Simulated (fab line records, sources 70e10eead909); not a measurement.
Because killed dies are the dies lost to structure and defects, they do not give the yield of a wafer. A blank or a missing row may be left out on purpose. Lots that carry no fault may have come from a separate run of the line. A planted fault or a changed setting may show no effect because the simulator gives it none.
fab line records	flow nand_harc	part 2 of 2: steps 5 to 6 of 6
record: lots: 24	wafers: 72	last_day: 24
route steps=1159 shown A_STAIRCASE@555
lots with no fault: from the same line, run without faults
start_h: the number of hours between the record's first day and the start of the first shown wafer of the lot	wait_h: hours from the lot's prior step to this one	" repeats the value in the row above	L1.1+2: several wafers, shown together as one row	- no value present, or no start provided	* or withheld: withheld	< > ~ a bound
route shown NAME@n: a module of which the file shows steps, and the number in the route of the first	usual: mean and standard deviation over wafers with no fault	same: alike in all rows	chamber/n: place in a boat	sites: each site's reading	_std_site: standard deviation across them	_edge_site: mean of outer sites minus mean of inner sites	radius_mm: how far each site lies from the wafer's centre	mask NAME#n: copy n	behind: the most recent tool/chamber to have shaped the wafer	hold: what put the lot on hold/how long, in hours/how the hold closed	device: transistor that didn't switch, given as n, p or np	end of line: tests of these same wafers at the route's end	a step given without rows: its recipe and nothing more	killed: not the wafer's yield, but the dies lost to structure and defects at the first sort	map: shows each die of a wafer: x if killed, . if not, _ if none is there
set.NAME: the setting the step ran with; set.NAME@STEP: the setting that earlier step ran with	model.NAME: the simulator's own value behind a step, which no gauge read
one table for each step of the route and one row for each wafer, over a sample of lots
services: a tool's chamber out of use, with start hour (start_h, from the record's first day; less than 0 if before it), hours out, and reason
== steps ==
step: NHARC_A_STAIRCASE_DESCUM_312
recipe: time_s: 3	o2_flow_sccm: 200	ar_flow_sccm: 0	bias_power_w: 0	chemistry: O2
usual: drypump_motor_current_A: 5.6/0.38	oes_product_au: 0.994/0.013	rf_vpp_V: 57.9/0.82	showerhead_plenum_p_Torr: 1.94/0.084	throttle_valve_pct: 11.311/0.0089
lot.wafer	tool	chamber	start_h	wait_h	drypump_motor_current_A	oes_product_au	rf_hours_counter_h	rf_vpp_V	showerhead_plenum_p_Torr	throttle_valve_pct
L074.2	rie_diel-13	0	248.57	-	5.9	0.994	52	57.1	1.77	11.300
L074.4	"	1	"	"	6.2	0.996	52	57.2	1.92	11.299
L074.6	"	2	"	"	5.4	0.982	-	58.4	1.89	11.291
L075.3	rie_diel-06	2	268.04	-	5.5	1.031	3	58.3	2.02	11.307
L075.1	"	0	"	"	5.6	0.994	5	58.5	1.96	11.307
L075.6	"	3	"	"	4.8	0.987	-	58.4	2.01	11.313
L076.2	rie_diel-13	2	272.18	-	5.4	0.991	63	57.0	1.88	11.312
L076.1	"	0	"	"	5.9	1.003	63	57.2	1.77	11.319
L076.6	"	1	"	"	6.1	0.984	-	57.9	1.91	11.312
L079.4	rie_diel-07	3	280.58	-	5.8	1.016	18	55.9	1.95	11.310
L079.1	"	1	"	"	5.9	0.982	17	58.0	1.94	11.313
L079.6	"	0	"	"	5.3	0.993	-	58.9	2.02	11.311
L077.4	rie_diel-06	3	281.22	-	4.8	0.977	9	58.5	2.00	11.306
L077.2	"	1	"	"	5.7	0.982	10	56.9	1.86	11.309
L077.5	"	3	"	"	4.8	0.988	-	58.1	2.00	11.303
L078.1	rie_diel-06	2	285.21	-	5.5	1.016	10	56.8	2.01	11.321
L078.6	"	2	"	"	5.5	1.021	-	56.9	2.02	11.314
L078.5	"	3	"	"	4.8	0.986	-	57.2	2.00	11.319
L080.4	rie_diel-13	0	299.41	-	5.8	0.994	5	60.7	2.07	11.323
L080.2	"	1	"	"	6.1	0.973	6	58.3	1.91	11.310
L080.1	"	2	"	"	5.4	0.995	2	58.6	1.88	11.302
L082.4	rie_diel-13	1	302.30	-	6.2	0.977	6	58.0	1.91	11.302
L082.5	"	1	"	"	6.2	0.983	-	57.3	1.91	11.330
L082.6	"	2	"	"	5.3	1.001	-	57.7	1.88	11.312
L081.2	rie_diel-06	3	309.20	-	4.8	0.987	17	58.5	2.00	11.303
L081.6	"	2	"	"	5.5	1.003	-	58.2	2.01	11.301
L081.4	"	0	"	"	5.6	1.005	-	57.7	1.95	11.302
L083.2	rie_diel-13	3	316.37	-	5.5	1.002	10	58.1	1.78	11.306
L083.6	"	0	"	"	5.9	0.988	-	59.3	2.07	11.305
L083.5	"	1	"	"	6.1	0.985	-	57.8	1.91	11.300
L084.2	rie_diel-13	0	316.86	-	5.9	0.989	10	57.7	2.07	11.291
L084.3	"	3	"	"	5.5	0.990	11	57.0	1.78	11.318
L084.5	"	0	"	"	5.9	0.978	-	58.0	2.07	11.317
L087.1	rie_diel-07	1	327.74	-	5.9	0.994	33	57.3	1.93	11.313
L087.5	"	1	"	"	5.8	0.999	-	57.8	1.93	11.315
L087.6	"	2	"	"	6.3	0.986	-	58.6	2.07	11.313
L086.2	rie_diel-07	3	331.38	-	5.7	1.018	36	59.2	1.95	11.318
L086.1	"	0	"	"	5.3	1.004	34	58.3	2.01	11.325
L086.5	"	0	"	"	5.3	1.008	-	59.3	2.01	11.310
L085.3	rie_diel-06	1	335.85	-	5.7	0.995	29	57.7	1.86	11.311
L085.2	"	2	"	"	5.5	1.005	28	57.6	2.01	11.311
L085.5	"	1	"	"	5.6	0.984	-	58.2	1.86	11.316
L088.3	rie_diel-06	1	348.00	-	5.6	0.975	35	58.1	1.86	11.310
L088.1	"	3	"	"	4.9	0.987	35	58.3	2.00	11.304
L088.6	"	1	"	"	5.7	0.975	-	58.0	1.86	11.318
L089.2	rie_diel-06	3	350.17	-	4.8	1.001	35	57.7	2.00	11.311
L089.5	"	2	"	"	5.5	0.993	-	57.0	2.01	11.318
L089.6	"	3	"	"	4.8	1.000	-	58.0	2.00	11.304
L091.4	rie_diel-06	0	351.87	-	5.7	1.000	37	58.5	1.95	11.313
L091.2	"	2	"	"	5.5	1.009	34	57.6	2.01	11.307
L091.6	"	1	"	"	5.6	0.973	-	57.1	1.85	11.302
L090.4	rie_diel-13	3	357.76	-	5.5	1.001	26	57.0	1.77	11.332
L090.2	"	1	"	"	6.1	0.976	27	56.7	1.91	11.328
L090.5	"	3	"	"	5.5	1.000	-	57.8	1.77	11.324
L092.4	rie_diel-13	3	361.39	-	5.5	0.995	27	57.6	1.77	11.313
L092.2	"	0	"	"	5.9	0.983	29	59.2	2.07	11.306
L092.6	"	1	"	"	6.1	0.979	-	58.7	1.90	11.307
L094.2	rie_diel-07	3	380.58	-	5.7	1.006	54	57.3	1.94	11.308
L094.6	"	1	"	"	5.9	0.998	-	57.2	1.92	11.310
L094.5	"	2	"	"	6.3	0.985	-	58.3	2.06	11.306
L095.3	rie_diel-07	1	384.46	-	5.9	1.002	55	58.3	1.92	11.321
L095.1	"	3	"	"	5.7	1.012	55	60.4	1.94	11.325
L095.6	"	1	"	"	5.8	1.003	-	58.2	1.92	11.297
L093.1	rie_diel-13	2	384.62	-	5.3	0.999	26	57.9	1.87	11.329
L093.2	"	0	"	"	5.9	1.003	41	57.4	2.06	11.314
L093.6	"	2	"	"	5.3	0.993	-	58.3	1.87	11.304
L096.1	rie_diel-06	3	389.26	-	4.8	0.991	49	57.7	1.99	11.306
L096.4	"	1	"	"	5.7	0.990	49	55.5	1.85	11.323
L096.5	"	3	"	"	4.8	0.974	-	58.0	1.99	11.318
L097.3	rie_diel-07	1	398.17	-	5.8	0.996	59	57.8	1.92	11.308
L097.4	"	2	"	"	6.3	0.982	60	60.5	2.06	11.323
L097.6	"	0	"	"	5.3	0.986	-	57.7	2.01	11.310
step: NHARC_A_STAIRCASE_ETCH_313
recipe: cf4_flow_sccm: 100	chf3_flow_sccm: 30	ar_flow_sccm: 0	rf_w: 500	bias_w: 200	chemistry: CF4/CHF3
usual: drypump_motor_current_A: 5.6/0.38	oes_product_au: 0.929/0.019	rf_vpp_V: 371.5/2.4	showerhead_plenum_p_Torr: 1.60/0.069	throttle_valve_pct: 16.802/0.0086
lot.wafer	tool	chamber	start_h	wait_h	drypump_motor_current_A	oes_product_au	rf_hours_counter_h	rf_vpp_V	showerhead_plenum_p_Torr	throttle_valve_pct
L074.4	rie_diel-13	1	248.64	0.1	6.1	0.959	52	370.6	1.58	16.794
L074.2	"	0	"	"	5.9	0.962	52	366.9	1.46	16.799
L074.6	"	2	"	"	5.4	0.934	-	370.0	1.55	16.781
L075.1	rie_diel-06	0	268.14	0.1	5.6	0.928	5	372.9	1.61	16.810
L075.3	"	3	"	"	4.8	0.905	5	373.6	1.65	16.796
L075.6	"	1	"	"	5.6	0.907	-	369.6	1.54	16.800
L076.2	rie_diel-13	3	272.28	0.1	5.5	0.957	60	368.0	1.47	16.800
L076.1	"	0	"	"	5.9	0.949	63	366.6	1.46	16.810
L076.6	"	3	"	"	5.5	0.963	-	367.1	1.47	16.793
L079.4	rie_diel-07	0	280.68	0.1	5.3	0.939	18	374.4	1.66	16.790
L079.1	"	1	"	"	5.8	0.946	17	372.0	1.59	16.799
L079.6	"	2	"	"	6.3	0.943	-	374.6	1.70	16.789
L077.2	rie_diel-06	0	282.76	1.5	5.6	0.922	12	372.3	1.61	16.815
L077.4	"	3	"	"	4.8	0.911	10	372.0	1.64	16.812
L077.5	"	0	"	"	5.6	0.927	-	372.0	1.61	16.821
L078.1	rie_diel-06	2	285.35	0.1	5.5	0.953	10	372.8	1.65	16.804
L078.5	"	2	"	"	5.5	0.938	-	372.4	1.65	16.816
L078.6	"	3	"	"	4.8	0.917	-	373.4	1.64	16.805
L080.2	rie_diel-13	3	299.50	0.1	5.5	0.972	5	367.8	1.47	16.819
L080.1	"	0	"	"	5.9	0.949	5	374.4	1.70	16.804
L080.4	"	2	"	"	5.4	0.983	2	369.7	1.55	16.793
L082.4	rie_diel-13	0	302.39	0.1	5.9	0.924	5	375.1	1.70	16.800
L082.6	"	0	"	"	5.9	0.914	-	372.9	1.70	16.789
L082.5	"	1	"	"	6.1	0.909	-	369.9	1.57	16.806
L081.2	rie_diel-06	0	309.31	0.1	5.6	0.933	19	373.3	1.60	16.796
L081.6	"	3	"	"	4.8	0.909	-	373.4	1.64	16.811
L081.4	"	0	"	"	5.6	0.924	-	372.0	1.60	16.816
L083.2	rie_diel-13	0	316.45	0.1	5.9	0.916	10	372.7	1.70	16.795
L083.6	"	2	"	"	5.3	0.966	-	370.3	1.55	16.790
L083.5	"	3	"	"	5.5	0.924	-	366.6	1.47	16.809
L084.3	rie_diel-13	0	317.01	0.1	5.9	0.915	10	375.9	1.70	16.803
L084.2	"	3	"	"	5.5	0.914	11	369.2	1.47	16.794
L084.5	"	0	"	"	5.9	0.912	-	375.2	1.70	16.818
L087.1	rie_diel-07	1	327.85	0.1	5.8	0.907	33	370.1	1.59	16.811
L087.5	"	3	"	"	5.7	0.939	-	372.0	1.60	16.806
L087.6	"	0	"	"	5.3	0.926	-	373.7	1.65	16.792
L086.2	rie_diel-07	2	331.47	0.1	6.3	0.963	35	374.4	1.69	16.799
L086.1	"	0	"	"	5.3	0.967	34	374.3	1.65	16.804
L086.5	"	3	"	"	5.8	0.978	-	371.1	1.60	16.808
L085.3	rie_diel-06	2	335.99	0.1	5.5	0.933	28	372.5	1.65	16.801
L085.2	"	0	"	"	5.6	0.929	32	372.3	1.60	16.807
L085.5	"	3	"	"	4.8	0.904	-	373.6	1.64	16.814
L088.1	rie_diel-06	3	348.10	0.1	4.8	0.931	35	372.0	1.64	16.797
L088.3	"	1	"	"	5.7	0.911	35	370.0	1.53	16.812
L088.6	"	3	"	"	4.8	0.921	-	372.5	1.64	16.807
L089.2	rie_diel-06	2	350.28	0.1	5.5	0.933	34	372.5	1.65	16.813
L089.6	"	3	"	"	4.8	0.919	-	372.2	1.64	16.802
L089.5	"	0	"	"	5.6	0.932	-	370.8	1.60	16.809
L091.4	rie_diel-06	2	351.97	0.1	5.5	0.933	34	371.8	1.65	16.797
L091.2	"	3	"	"	4.8	0.930	36	372.8	1.64	16.815
L091.6	"	0	"	"	5.6	0.941	-	371.5	1.60	16.817
L090.4	rie_diel-13	3	357.86	0.1	5.5	0.928	26	366.2	1.46	16.801
L090.2	"	1	"	"	6.1	0.904	27	370.6	1.57	16.788
L090.5	"	0	"	"	5.9	0.915	-	374.8	1.69	16.799
L092.4	rie_diel-13	3	361.46	0.1	5.5	0.916	27	368.0	1.46	16.798
L092.2	"	2	"	"	5.3	0.903	17	370.1	1.55	16.804
L092.6	"	3	"	"	5.5	0.913	-	366.9	1.46	16.802
L094.2	rie_diel-07	0	380.73	0.1	5.3	0.923	52	372.6	1.65	16.802
L094.5	"	1	"	"	5.9	0.926	-	371.4	1.58	16.804
L094.6	"	2	"	"	6.3	0.916	-	374.1	1.69	16.800
L095.3	rie_diel-07	1	384.55	0.1	5.9	0.917	55	371.2	1.58	16.809
L095.1	"	2	"	"	6.3	0.914	56	375.2	1.69	16.799
L095.6	"	0	"	"	5.3	0.934	-	371.2	1.65	16.800
L093.1	rie_diel-13	3	384.76	0.1	5.5	0.934	39	367.3	1.46	16.798
L093.2	"	1	"	"	6.1	0.915	39	370.1	1.56	16.788
L093.6	"	3	"	"	5.5	0.935	-	365.5	1.46	16.789
L096.4	rie_diel-06	3	389.36	0.1	4.8	0.920	49	373.0	1.63	16.801
L096.1	"	0	"	"	5.6	0.921	51	371.6	1.60	16.787
L096.5	"	2	"	"	5.5	0.929	-	373.0	1.64	16.800
L097.4	rie_diel-07	2	398.24	0.1	6.3	0.905	60	374.8	1.68	16.813
L097.3	"	3	"	"	5.7	0.942	58	371.2	1.60	16.798
L097.6	"	2	"	"	6.3	0.915	-	373.6	1.68	16.805
== services ==
tool	chamber	start_h	hours	kind
rie_diel-13	3	218.18	5.8	repair
rie_diel-06	0	220.29	-	clean
rie_diel-06	1	220.29	-	clean
rie_diel-06	2	220.29	-	clean
rie_diel-06	3	220.29	-	clean
rie_diel-07	3	222.34	4.9	repair
rie_diel-06	2	225.22	6.5	repair
rie_diel-07	-	228.74	9.0	pm
rie_diel-06	2	239.20	17.2	repair
rie_diel-06	-	241.58	9.0	pm
rie_diel-06	0	241.58	9.0	vent_cycle
rie_diel-06	1	241.58	9.0	vent_cycle
rie_diel-06	3	241.58	9.0	vent_cycle
rie_diel-06	0	250.58	-	clean
rie_diel-13	-	276.13	9.0	pm
plasma_asher-01	-	276.40	9.0	pm
rie_diel-13	2	286.64	8.8	repair
rie_diel-06	1	303.21	7.4	repair
rie_diel-07	1	304.31	1.4	repair
rie_diel-06	-	323.32	2.1	repair
rie_diel-07	-	325.65	0.8	repair
rie_diel-06	0	338.06	2.3	repair
plasma_asher-02	-	360.32	9.0	pm
plasma_asher-01	-	388.09	18.8	repair
